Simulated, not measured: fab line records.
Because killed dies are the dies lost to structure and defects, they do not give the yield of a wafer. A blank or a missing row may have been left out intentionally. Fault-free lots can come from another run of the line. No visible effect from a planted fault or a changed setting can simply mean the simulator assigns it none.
The tool behind it: which one?	flow n5_finfet	24 lots with 72 wafers sampled at 5 steps, on a route of 1938 steps

== WHAT THE GAUGES READ, wafer by wafer ==
N5_BEOL_M3_THK_MEAS_53: measures by xrf.
lot	measured	on	M3_THK (nm)
L074	day 7 06:41	film_metro-02	38.2 38.8 39.1
L075	day 7 13:41	film_metro-02	40.0 42.2 41.7
L076	day 7 15:10	film_metro-02	41.0 37.0 37.7
L077	day 8 06:29	film_metro-01	40.7 39.3 39.2
L078	day 8 17:26	film_metro-02	38.3 38.7 38.8
L079	day 8 17:35	film_metro-01	38.1 39.3 43.5
L080	day 8 19:26	film_metro-01	39.7 39.3 36.6
L081	day 9 03:58	film_metro-02	39.4 37.7 39.8
L082	day 9 04:01	film_metro-01	39.6 38.4 40.7
L083	day 9 07:31	film_metro-01	38.5 39.1 36.3
L084	day 9 19:08	film_metro-01	38.5 38.5 39.2
L086	day 10 14:53	film_metro-02	37.7 38.3 38.6
L085	day 10 16:24	film_metro-01	40.0 37.7 39.4
L087	day 10 18:37	film_metro-02	38.8 40.3 40.4
L088	day 10 20:38	film_metro-02	40.4 40.0 40.4
L089	day 11 01:21	film_metro-01	37.3 37.2 40.1
L090	day 11 04:20	film_metro-02	36.5 38.1 38.8
L091	day 11 08:38	film_metro-01	39.8 43.1 42.1
L092	day 11 20:14	film_metro-02	40.8 41.3 42.9
L093	day 12 09:22	film_metro-02	35.0 39.1 39.3
L094	day 12 13:07	film_metro-02	36.4 37.5 39.3
L095	day 12 19:33	film_metro-02	37.9 42.2 41.6
L096	day 12 21:38	film_metro-01	42.8 41.9 43.8
L097	day 13 00:58	film_metro-01	41.2 40.3 42.8

== EACH LOT AND THE TOOL THAT RAN IT (in order: tool; ch and the chambers of the sampled wafers; start) ==
lot	N5_BEOL_M3_SPUTTER_81	N5_BEOL_M3_ANNEAL_82	N5_BEOL_M3_SPUTTER_92	N5_BEOL_M3_ANNEAL_95
L074	pvd_sputter-01, day 7 04:35	pvd_sputter-01, day 7 04:40	pvd_sputter-01, day 7 05:28	pvd_sputter-01, day 7 05:46
L075	pvd_sputter-01, day 7 11:33	pvd_sputter-01, day 7 11:38	pvd_sputter-01, day 7 12:26	pvd_sputter-01, day 7 12:44
L076	pvd_sputter-02, day 7 13:04	pvd_sputter-02, day 7 13:08	pvd_sputter-02, day 7 13:56	pvd_sputter-02, day 7 14:14
L077	pvd_sputter-03, day 8 04:23	pvd_sputter-03, day 8 04:28	pvd_sputter-03, day 8 05:16	pvd_sputter-03, day 8 05:34
L078	pvd_sputter-03, day 8 15:20	pvd_sputter-03, day 8 15:25	pvd_sputter-03, day 8 16:13	pvd_sputter-03, day 8 16:31
L079	pvd_sputter-02, day 8 15:29	pvd_sputter-02, day 8 15:34	pvd_sputter-02, day 8 16:22	pvd_sputter-02, day 8 16:40
L080	pvd_sputter-02, day 8 17:20	pvd_sputter-02, day 8 17:25	pvd_sputter-02, day 8 18:13	pvd_sputter-02, day 8 18:31
L081	pvd_sputter-03, day 9 01:52	pvd_sputter-03, day 9 01:57	pvd_sputter-03, day 9 02:45	pvd_sputter-03, day 9 03:03
L082	pvd_sputter-01, day 9 01:54	pvd_sputter-01, day 9 01:59	pvd_sputter-01, day 9 02:47	pvd_sputter-01, day 9 03:05
L083	pvd_sputter-01, day 9 05:23	pvd_sputter-01, day 9 05:28	pvd_sputter-01, day 9 06:16	pvd_sputter-01, day 9 06:34
L084	pvd_sputter-03, day 9 17:02	pvd_sputter-03, day 9 17:07	pvd_sputter-03, day 9 17:55	pvd_sputter-03, day 9 18:13
L086	pvd_sputter-01, day 10 12:47	pvd_sputter-01, day 10 12:52	pvd_sputter-01, day 10 13:40	pvd_sputter-01, day 10 13:58
L085	pvd_sputter-02, day 10 14:07	pvd_sputter-02, day 10 14:11	pvd_sputter-02, day 10 14:59	pvd_sputter-02, day 10 15:17
L087	pvd_sputter-03, day 10 16:15	pvd_sputter-03, day 10 16:20	pvd_sputter-03, day 10 17:08	pvd_sputter-03, day 10 17:26
L088	pvd_sputter-02, day 10 18:25	pvd_sputter-02, day 10 18:29	pvd_sputter-02, day 10 19:17	pvd_sputter-02, day 10 19:35
L089	pvd_sputter-03, day 10 23:11	pvd_sputter-03, day 10 23:16	pvd_sputter-03, day 11 00:04	pvd_sputter-03, day 11 00:22
L090	pvd_sputter-03, day 11 02:13	pvd_sputter-03, day 11 02:18	pvd_sputter-03, day 11 03:06	pvd_sputter-03, day 11 03:24
L091	pvd_sputter-01, day 11 06:31	pvd_sputter-01, day 11 06:36	pvd_sputter-01, day 11 07:24	pvd_sputter-01, day 11 07:42
L092	pvd_sputter-01, day 11 18:08	pvd_sputter-01, day 11 18:13	pvd_sputter-01, day 11 19:01	pvd_sputter-01, day 11 19:19
L093	pvd_sputter-01, day 12 07:16	pvd_sputter-01, day 12 07:21	pvd_sputter-01, day 12 08:09	pvd_sputter-01, day 12 08:27
L094	pvd_sputter-01, day 12 10:59	pvd_sputter-01, day 12 11:04	pvd_sputter-01, day 12 11:52	pvd_sputter-01, day 12 12:10
L095	pvd_sputter-02, day 12 17:26	pvd_sputter-02, day 12 17:31	pvd_sputter-02, day 12 18:19	pvd_sputter-02, day 12 18:37
L096	pvd_sputter-03, day 12 19:10	pvd_sputter-03, day 12 19:14	pvd_sputter-03, day 12 20:02	pvd_sputter-03, day 12 20:20
L097	pvd_sputter-03, day 12 22:52	pvd_sputter-03, day 12 22:56	pvd_sputter-03, day 12 23:44	pvd_sputter-03, day 13 00:02
- N5_BEOL_M3_SPUTTER_81: material Cu, target thk 4.5 nm, time 8.29 s.
- N5_BEOL_M3_ANNEAL_82: time 240 s.
- N5_BEOL_M3_SPUTTER_92: material Cu, target thk 4.5 nm, time 8.29 s.
- N5_BEOL_M3_ANNEAL_95: time 240 s.

== AS READ BY THE TOOLS THEMSELVES (means over the sampled wafers that have a number; for cases with no such wafer, the mark the record gives instead) ==
N5_BEOL_M3_SPUTTER_81.
lot	tool	chuck_gas_flow_sccm (sccm)	substrate_temp_c (C)	susceptor_temp_C (C)	throttle_valve_pct (%)
L074	pvd_sputter-01	1.31	-20.03	-20.02	29.1
L075	pvd_sputter-01	1.27	-20.01	-19.95	29.8
L076	pvd_sputter-02	1.30	-19.97	-20.03	30.4
L077	pvd_sputter-03	1.25	-20.04	-20.00	29.9
L078	pvd_sputter-03	1.28	-20.02	-20.00	29.8
L079	pvd_sputter-02	1.29	-19.87	-20.11	30.4
L080	pvd_sputter-02	1.27	-19.96	-20.00	30.6
L081	pvd_sputter-03	1.30	-20.00	-19.96	29.8
L082	pvd_sputter-01	1.30	-20.00	-19.84	29.8
L083	pvd_sputter-01	1.25	-19.91	-19.96	29.9
L084	pvd_sputter-03	1.29	-20.06	-20.04	29.8
L086	pvd_sputter-01	1.29	-19.99	-20.13	29.2
L085	pvd_sputter-02	1.27	-19.94	-19.92	30.0
L087	pvd_sputter-03	1.22	-19.89	-20.06	29.9
L088	pvd_sputter-02	1.31	-19.95	-19.94	29.7
L089	pvd_sputter-03	1.25	-19.92	-19.97	28.8
L090	pvd_sputter-03	1.29	-19.96	-20.01	30.6
L091	pvd_sputter-01	1.28	-20.01	-20.00	29.3
L092	pvd_sputter-01	1.26	-19.92	-20.13	29.9
L093	pvd_sputter-01	1.27	-19.98	-20.03	29.1
L094	pvd_sputter-01	1.27	-20.04	-20.04	29.5
L095	pvd_sputter-02	1.19	-20.03	-20.07	30.7
L096	pvd_sputter-03	1.31	-20.01	-20.03	29.9
L097	pvd_sputter-03	1.28	-20.02	-20.01	29.1

N5_BEOL_M3_ANNEAL_82.
lot	tool	heater_power_w (W)	susceptor_temp_C (C)
L074	pvd_sputter-01	805	400.14
L075	pvd_sputter-01	812	400.15
L076	pvd_sputter-02	893	400.13
L077	pvd_sputter-03	771	399.87
L078	pvd_sputter-03	761	399.83
L079	pvd_sputter-02	897	399.82
L080	pvd_sputter-02	896	400.02
L081	pvd_sputter-03	774	399.92
L082	pvd_sputter-01	871	399.95
L083	pvd_sputter-01	805	400.17
L084	pvd_sputter-03	792	399.97
L086	pvd_sputter-01	839	399.90
L085	pvd_sputter-02	857	400.07
L087	pvd_sputter-03	764	400.20
L088	pvd_sputter-02	866	399.80
L089	pvd_sputter-03	780	399.80
L090	pvd_sputter-03	826	400.15
L091	pvd_sputter-01	832	399.93
L092	pvd_sputter-01	858	399.89
L093	pvd_sputter-01	800	400.00
L094	pvd_sputter-01	819	400.03
L095	pvd_sputter-02	897	400.10
L096	pvd_sputter-03	756	399.83
L097	pvd_sputter-03	749	400.04

N5_BEOL_M3_SPUTTER_92.
lot	tool	chuck_gas_flow_sccm (sccm)	substrate_temp_c (C)	susceptor_temp_C (C)	throttle_valve_pct (%)
L074	pvd_sputter-01	1.26	-20.01	-20.04	29.1
L075	pvd_sputter-01	1.23	-20.15	-20.03	29.8
L076	pvd_sputter-02	1.21	-19.97	-20.03	30.4
L077	pvd_sputter-03	1.27	-19.98	-19.95	30.0
L078	pvd_sputter-03	1.28	-20.10	-19.88	30.0
L079	pvd_sputter-02	1.30	-19.94	-19.99	30.3
L080	pvd_sputter-02	1.26	-19.94	-19.93	30.7
L081	pvd_sputter-03	1.27	-19.96	-20.04	30.0
L082	pvd_sputter-01	1.28	-19.91	-20.02	29.8
L083	pvd_sputter-01	1.25	-19.92	-20.02	29.7
L084	pvd_sputter-03	1.25	-19.94	-19.99	29.7
L086	pvd_sputter-01	1.31	-20.06	-19.93	29.2
L085	pvd_sputter-02	1.30	-20.05	-19.97	29.7
L087	pvd_sputter-03	1.26	-20.13	-20.01	29.9
L088	pvd_sputter-02	1.31	-20.04	-20.03	29.8
L089	pvd_sputter-03	1.19	-20.02	-19.89	29.1
L090	pvd_sputter-03	1.29	-20.01	-19.96	30.4
L091	pvd_sputter-01	1.26	-19.97	-20.02	29.2
L092	pvd_sputter-01	1.26	-20.00	-20.07	29.9
L093	pvd_sputter-01	1.33	-20.06	-19.95	29.1
L094	pvd_sputter-01	1.23	-19.94	-19.97	29.7
L095	pvd_sputter-02	1.26	-19.93	-19.84	30.5
L096	pvd_sputter-03	1.25	-19.95	-20.02	29.9
L097	pvd_sputter-03	1.25	-20.00	-20.05	28.9

N5_BEOL_M3_ANNEAL_95.
lot	tool	heater_power_w (W)	susceptor_temp_C (C)
L074	pvd_sputter-01	804	400.19
L075	pvd_sputter-01	796	400.14
L076	pvd_sputter-02	901	399.83
L077	pvd_sputter-03	773	400.06
L078	pvd_sputter-03	769	400.15
L079	pvd_sputter-02	898	400.14
L080	pvd_sputter-02	892	399.86
L081	pvd_sputter-03	776	400.05
L082	pvd_sputter-01	865	400.07
L083	pvd_sputter-01	823	400.11
L084	pvd_sputter-03	799	400.07
L086	pvd_sputter-01	855	400.05
L085	pvd_sputter-02	867	400.15
L087	pvd_sputter-03	766	399.97
L088	pvd_sputter-02	851	399.75
L089	pvd_sputter-03	773	400.05
L090	pvd_sputter-03	811	399.89
L091	pvd_sputter-01	825	399.83
L092	pvd_sputter-01	850	399.75
L093	pvd_sputter-01	796	400.00
L094	pvd_sputter-01	806	400.20
L095	pvd_sputter-02	893	399.92
L096	pvd_sputter-03	758	400.08
L097	pvd_sputter-03	756	400.14

== THE ANSWER, worked out from the rows above alone ==
Rule: the usual values come from the lots themselves. The widest of any qualifying gaps counts: lots, ordered by their means at a reading, are off when they make up no more than a third of the lots, leave a main group of 4 or more, and stand apart from it by 3 or more times the standard deviation of that group's means. The tables above print the reading to a certain number of digits; a main group whose means all agree to those digits is not used. A lot without any number at a reading at which 4 lots or more have one is off too. The other lots that the step has rows for count as sound. Order of review: gauges by route order, followed by the tools' own readings, for which a lot's mean as printed above is used. The first step at which some lot is off is used, and at that step the reading that is off furthest; a lot without a number counts as furthest.
Across all readings shown, no lot is off: no conclusion can be drawn from this.

== WHAT WAS PUT IN BY THE SIMULATOR ==
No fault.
